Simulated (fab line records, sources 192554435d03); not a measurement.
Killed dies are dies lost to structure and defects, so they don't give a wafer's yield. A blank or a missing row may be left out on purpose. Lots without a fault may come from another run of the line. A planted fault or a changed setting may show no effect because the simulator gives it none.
fab line records | flow n5_finfet
record lots=4 wafers=12 last_day=18
route steps=1938 shown BEOL_M5@1188 BEOL_M6@1194
lots that met no fault: from a run of the same line without faults
start_h: hours from the record's first day to the start of the lot's first wafer shown | wait_h: hours since the lot's step before | " the same as in the row above | L1.1+2: a row that stands for several wafers | - no value, or no start given | * or withheld: withheld | < > ~ a bound
route shown NAME@n: a module of which the file shows steps, and the number in the route of the first | usual: mean/standard deviation of fault-free wafers | same: alike in all rows | chamber/n: place in a boat | sites: the reading at each site | _std_site: their standard deviation | _edge_site: outer sites' mean less inner sites' | radius_mm: how far each site lies from the wafer's centre | mask NAME#n: copy n | behind: the tool/chamber that last shaped the wafer | hold: why the lot was held/for how many hours/how that ended | device: the transistor (n, p or np) that didn't switch | end of line: the same wafers' tests at the end of the route | a step without rows: its recipe alone | killed: dies lost to structure and defects at the first sort, not the wafer's yield | map: a wafer's dies, x killed, . not, _ none there
set.NAME: the setting as run; set.NAME@STEP: as run at that earlier step | model.NAME: the simulator's own value behind a step, which no gauge read
lots at some steps of the route; a table a step, a row a wafer
services: from which hour (start_h, from the record's first day; less than 0 if before it) a tool's chamber was out of use, for how many hours, and why
## steps
# step N5_BEOL_M5_PRE_CLEAN_77
# recipe gas=NH3/H2 time_s=15 temp_c=* rf_power_w=300
# step N5_BEOL_M5_CO_CAP_78
# recipe material=Co target_thk_a=20 temp_c=200 precursor=CCTBA/H2 pressure_torr=30 time_s=102.1
# step N5_BEOL_M5_PRE_CLEAN_55
# recipe gas=NH3 time_s=15 temp_c=withheld rf_power_w=300
# step N5_BEOL_M5_DEP_56
# recipe material=SiCN target_thk_a=80 temp_c=withheld precursor=3MS/NH3 pressure_torr=3 rf_w=202 time_s=14
# step N5_BEOL_M6_ILD_DEP_00
# recipe material=SiCOH_lowk target_thk_a=1797.5 temp_c=300 precursor=DEMS/porogen pressure_torr=5 rf_w=500 time_s=33.4
# step N5_BEOL_M6_CURE_74
# recipe temp_c=385 time_s=240 ambient=He/Ar material=SiCOH_lowk
# step N5_BEOL_M6_PECVD_70
# recipe material=SiO2 target_thk_a=200 temp_c=400 precursor=TEOS/O2 pressure_torr=5.5 rf_w=450 teos_flow_sccm=53.8 gas=O2 flow_sccm=3000 time_s=22.7
# step N5_BEOL_M6_HM_DEP_02
# recipe material=TiN target_thk_a=200 temp_c=25 chamber_pressure_pa=0.49996
# step N5_BEOL_M6_COAT_59
# recipe resist=SOC temp_c=250 time_s=60 spin_rpm=1500 resist_thk_nm=100
# step N5_BEOL_M6_COAT_60
# recipe resist=SiARC temp_c=220 time_s=60 spin_rpm=1500 resist_thk_nm=35
# usual chill_plate_temp_C=23.00/0.11 spin_speed_rpm=1500.1/1.1
# columns lot.wafer tool chamber start_h wait_h chill_plate_temp_C spin_speed_rpm model.SiARC_of_BEOL_M6_COAT_60.thk_nm
L896.1 litho_track-01 0 198.20 - 22.90 1500.5 35
L896.3 " 0 " " 22.92 1501.4 35
L896.4 " 0 " " 22.87 1499.0 35
L901.2 litho_track-01 0 242.41 - 23.07 1559.3 34.2
L901.3 " 0 " " 22.88 1561.2 34.4
L901.6 " 0 " " 23.01 1558.4 34.2
L908.3 litho_track-01 0 276.01 - 23.08 1560.4 34.4
L908.4 " 0 " " 22.99 1560.8 34.4
L908.6 " 0 " " 23.16 1559.3 34.4
L915.1 litho_track-01 0 333.73 - 23.08 1497.1 35
L915.2 " 0 " " 23.00 1501.5 35
L915.6 " 0 " " 23.15 1500.9 35
# step N5_BEOL_M6_COAT_05
# recipe resist=CAR-ArF spin_rpm=1500 resist_thk_nm=90
# step N5_BEOL_M6_EBR_07
# recipe solvent=PGMEA ebr_width_mm=1.5
# step N5_BEOL_M6_SOFTBAKE_06
# recipe temp_c=110 time_s=60 resist=CAR-ArF
# step N5_BEOL_M6_EXPOSE_08
# recipe mask_id=M6 na=1.35 source_shape=dipole sigma_inner=0.817 sigma_outer=0.97 polarization=te dose_mj=68.25
# step N5_BEOL_M6_PEB_09
# recipe peb_temp_c=withheld peb_time_s=60 resist=CAR-ArF
# step N5_BEOL_M6_DEVELOP_10
# recipe develop_time_s=30 developer=TMAH resist=CAR-ArF rinse_liquid=diw dry=air_spin dev_temp_c=23
# step N5_BEOL_M6_DESCUM_16
# recipe chemistry=O2 time_s=7.9 source_power_w=50 bias_power_w=20 pressure_mtorr=20 rf_frequency_hz=2.712e+07 temp_c=40 resist=CAR-ArF o2_flow_sccm=225
# step N5_BEOL_M6_ETCH_61
# recipe chemistry=CF4 target=SiARC target_depth_a=455 mask_material=CAR-ArF time_s=75.8 ion_energy_ev=80 pressure_mtorr=40 source_w=545 bias_w=36 Ar_flow_sccm=100 cf4_flow_sccm=100 ends=cleared
# usual bias_w=36.02/0.1 chamber_pressure_mTorr=40.00/0.037 drypump_motor_current_A=5.8/0.39 etch_rf_on_time_s=75.7/1.2 mfc_ar_sccm=100.0/0.32 oes_product_au=0.69/0.081 rf_vpp_V=183.6/1.1 showerhead_plenum_p_Torr=2.10/0.052 throttle_valve_pct=15.64/0.28
# columns lot.wafer tool chamber start_h wait_h bias_w chamber_pressure_mTorr drypump_motor_current_A etch_rf_on_time_s mfc_ar_sccm oes_product_au rf_hours_counter_h rf_vpp_V showerhead_plenum_p_Torr throttle_valve_pct model.etch.depth_nm model.CAR-ArF_of_BEOL_M6_COAT_05.thk_nm
L896.1 rie_diel-06 3 198.79 0.0 35.91 39.95 6.2 75.5 100.1 0.64 169 183.3 2.06 15.73 34.91 51
L896.3 " 1 " " 36.10 39.97 6.0 76.8 99.9 0.63 177 183.8 2.13 15.81 34.91 51.4
L896.4 " 0 " " 36.06 39.96 5.8 75.4 99.7 0.78 29 185.5 2.10 15.49 35 50.8
L901.2 rie_diel-02 2 242.77 0.0 35.97 40.04 6.1 75.4 99.6 0.62 205 185.7 2.20 16.09 34.27 52
L901.3 " 3 " " 36.22 39.96 6.1 74.9 100.4 0.59 219 182.2 2.04 16.22 34.38 52
L901.6 " 0 " " 36.16 40.05 5.9 77.7 99.8 0.58 - 182.7 2.02 15.81 34.29 52
L908.3 rie_diel-05 0 276.38 0.0 36.19 39.97 5.7 74.2 100.2 0.69 92 183.8 2.07 15.49 34.43 51.6
L908.4 " 1 " " 36.00 40.01 5.1 75.6 99.8 0.74 - 184.0 2.08 15.38 34.45 51.2
L908.6 " 2 " " 36.06 39.97 6.2 74.0 99.9 0.73 - 183.5 2.18 15.60 34.44 51.6
L915.1 rie_diel-05 2 334.36 0.0 36.00 39.97 6.2 75.7 99.7 0.70 65 184.6 2.17 15.66 35.03 51.4
L915.2 " 0 " " 36.16 40.00 5.6 74.2 100.1 0.68 114 183.3 2.07 15.53 34.95 51.2
L915.6 " 1 " " 36.13 39.97 5.1 75.7 100.2 0.72 - 183.8 2.08 15.43 34.98 51.2
# step N5_BEOL_M6_ETCH_62
# recipe chemistry=N2/H2 target=SOC target_depth_a=1100 overetch_a=220 mask_material=SiARC temp_c=40 time_s=165 ion_energy_ev=200 pressure_mtorr=30 source_w=840 bias_w=150 n2_flow_sccm=200 h2_flow_sccm=200
# usual bias_w=149.8/0.44 chamber_pressure_mTorr=29.997/0.029 drypump_motor_current_A=5.8/0.39 oes_product_au=0.68/0.075 rf_vpp_V=522.5/2 showerhead_plenum_p_Torr=2.49/0.065 throttle_valve_pct=17.87/0.28
# columns lot.wafer tool chamber start_h wait_h bias_w chamber_pressure_mTorr drypump_motor_current_A oes_product_au rf_hours_counter_h rf_vpp_V showerhead_plenum_p_Torr throttle_valve_pct model.SiARC_of_BEOL_M6_COAT_60.thk_nm
L896.1 rie_diel-06 3 198.85 0.0 149.7 29.962 6.2 0.64 169 520.2 2.44 17.90 28.2
L896.3 " 1 " " 150.6 30.038 6.0 0.63 177 523.9 2.54 18.21 28.4
L896.4 " 0 " " 149.5 29.943 5.9 0.76 29 522.2 2.49 17.68 28.2
L901.2 rie_diel-02 2 242.83 0.0 150.0 29.982 6.1 0.62 205 525.8 2.63 18.27 27.6
L901.3 " 3 " " 150.3 29.998 6.1 0.59 219 519.3 2.42 18.38 27.6
L901.6 " 0 " " 149.8 29.985 5.9 0.59 - 520.2 2.40 18.08 28
L908.3 rie_diel-05 0 276.43 0.0 149.0 30.033 5.7 0.69 92 522.7 2.47 17.73 27.8
L908.4 " 1 " " 148.7 30.011 5.1 0.75 - 522.7 2.49 17.74 27.8
L908.6 " 2 " " 149.8 29.941 6.2 0.72 - 526.6 2.58 17.80 27.8
L915.1 rie_diel-05 2 334.42 0.0 148.6 30.035 6.2 0.70 65 524.5 2.57 17.86 28.4
L915.2 " 0 " " 149.4 29.934 5.7 0.67 115 521.4 2.46 17.74 28.2
L915.6 " 1 " " 150.1 29.954 5.1 0.72 - 521.8 2.48 17.79 28.2
# step N5_BEOL_M6_STRIP_68
# recipe chemistry=N2/H2 temp_c=40 n2_flow_sccm=200 h2_flow_sccm=200 rf_frequency_hz=6e+07
## services
# columns tool chamber start_h hours kind
rie_diel-02 2 180.54 3.9 repair
rie_diel-05 3 185.11 4.9 repair
rie_diel-06 2 209.85 1.5 repair
rie_diel-02 - 243.77 0.4 repair
rie_diel-05 0 246.43 14.1 repair
rie_diel-06 1 249.84 9.5 repair
rie_diel-05 3 260.62 - clean
rie_diel-05 3 260.62 - consumable_replace:focus_ring
rie_diel-05 3 260.62 24.3 scheduled_down
rie_diel-05 3 260.62 24.3 vent_cycle
rie_diel-06 0 274.73 1.6 repair
rie_diel-06 0 276.83 7.2 repair
rie_diel-02 0 286.55 12.4 repair
rie_diel-02 - 320.74 3.6 repair
rie_diel-02 3 326.28 - clean
rie_diel-02 3 326.28 - consumable_replace:focus_ring
rie_diel-02 3 326.28 - consumable_replace:showerhead
rie_diel-02 3 326.28 17.4 scheduled_down
rie_diel-02 3 326.28 17.4 vent_cycle
rie_diel-02 2 328.81 3.2 repair
## key
first_sign step=N5_BEOL_M6_COAT_60 reading=spin_speed_rpm direction=up sigmas=54 usual=* struck=*
effect none on later readings
model_effect step=N5_BEOL_M6_COAT_60 value=SiARC_of_BEOL_M6_COAT_60.thk_nm without=35.1 struck=34.33
model_effect step=N5_BEOL_M6_ETCH_61 value=etch.depth_nm without=35.05 struck=34.38
model_effect step=N5_BEOL_M6_ETCH_62 value=SiARC_of_BEOL_M6_COAT_60.thk_nm without=28.4 struck=27.77
met_at N5_BEOL_M6_COAT_60
struck_wafers L901.2,L901.3,L901.6,L908.3,L908.4,L908.6
onset_between 198.20 242.41
fault kind=process_parameter_drift tool=litho_track-01 chamber=- onset_h=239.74 steps=N5_BEOL_M6_COAT_60 channel=spin_rpm offset=* shape=step end_h=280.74 acts_in=* stated=*
